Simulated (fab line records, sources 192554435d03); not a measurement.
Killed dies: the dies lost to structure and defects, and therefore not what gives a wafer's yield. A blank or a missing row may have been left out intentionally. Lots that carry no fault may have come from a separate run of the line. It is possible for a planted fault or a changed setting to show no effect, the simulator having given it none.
Matching of chambers + flow n5-finfet + rie-diel-03 running N5_WELL_APT_DESCUM_13: 4 sister chambers
The step chemistry O2, time 7.9 s. 14 wafers are shown with their chamber, then 7 later ones without.

## WAFERS WITH THEIR CHAMBER
| wafer  | chamber | drypump-motor-current-A (A) | throttle-valve-pct (%) | showerhead-plenum-p-Torr (Torr) |
|--------|---------|-----------------------------|------------------------|---------------------------------|
| L913.2 | 0       | 5.9                         | 20.81                  | 2.16                            |
| L913.3 | 1       | 6.0                         | 20.64                  | 2.06                            |
| L913.6 | 2       | 5.3                         | 20.71                  | 2.15                            |
| L914.2 | 3       | 5.8                         | 20.29                  | 2.07                            |
| L914.5 | 2       | 5.3                         | 20.73                  | 2.15                            |
| L914.6 | 3       | 5.7                         | 20.29                  | 2.07                            |
| L922.1 | 2       | 5.3                         | 20.75                  | 2.14                            |
| L922.5 | 3       | 5.8                         | 20.30                  | 2.06                            |
| L922.6 | 0       | 5.9                         | 20.83                  | 2.15                            |
| L923.3 | 2       | 5.3                         | 20.74                  | 2.14                            |
| L923.4 | 2       | 5.3                         | 20.75                  | 2.14                            |
| L923.5 | 0       | 5.9                         | 20.84                  | 2.15                            |
| L925.1 | 3       | 5.7                         | 20.32                  | 2.06                            |
| L925.2 | 2       | 5.3                         | 20.75                  | 2.14                            |

SIGNATURES (averages over the wafers above)
| reading                  | chamber 0 | chamber 1 | chamber 2 | chamber 3 | scatter within a chamber |
|--------------------------|-----------|-----------|-----------|-----------|--------------------------|
| drypump-motor-current-A  | 5.900     | 6.000     | 5.300     | 5.750     | 0.0316                   |
| throttle-valve-pct       | 20.8267   | 20.6400   | 20.7383   | 20.3000   | 0.0153                   |
| showerhead-plenum-p-Torr | 2.1533    | 2.0600    | 2.1433    | 2.0650    | 0.00548                  |
Rule: a wafer's distance from a chamber is the root of the sum, over the readings, of the square of ((its reading less the chamber's mean) divided by the reading's scatter). The wafer belongs to the nearest chamber; if the next one is less than 2 further off, it can't be placed. The scatter is the square root of a quotient: the sum, over the shown wafers, of each reading's squared deviation from its chamber's mean, divided by wafers minus chambers.

## WAFERS WHOSE CHAMBER IS MISSING
| wafer  | drypump-motor-current-A (A) | throttle-valve-pct (%) | showerhead-plenum-p-Torr (Torr) |
|--------|-----------------------------|------------------------|---------------------------------|
| L925.5 | 6.0                         | 20.34                  | 2.05                            |
| L926.3 | 6.0                         | 20.33                  | 2.05                            |
| L926.4 | 5.9                         | 20.86                  | 2.15                            |
| L926.6 | 5.7                         | 20.32                  | 2.06                            |
| L928.1 | 5.8                         | 20.85                  | 2.15                            |
| L928.2 | 5.8                         | 20.33                  | 2.06                            |
| L928.4 | 5.8                         | 20.32                  | 2.06                            |

## CHAMBER TAKEN BY EACH
| wafer  | from the rows above | in truth                   |
|--------|---------------------|----------------------------|
| L925.5 | 3                   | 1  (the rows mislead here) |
| L926.3 | 3                   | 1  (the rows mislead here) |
| L926.4 | 0                   | 0                          |
| L926.6 | 3                   | 3                          |
| L928.1 | 0                   | 0                          |
| L928.2 | 3                   | 3                          |
| L928.4 | 3                   | 3                          |
Correctly placed: 5 of 7. Left unplaced by these rows: 0. Number placed wrongly: 2.
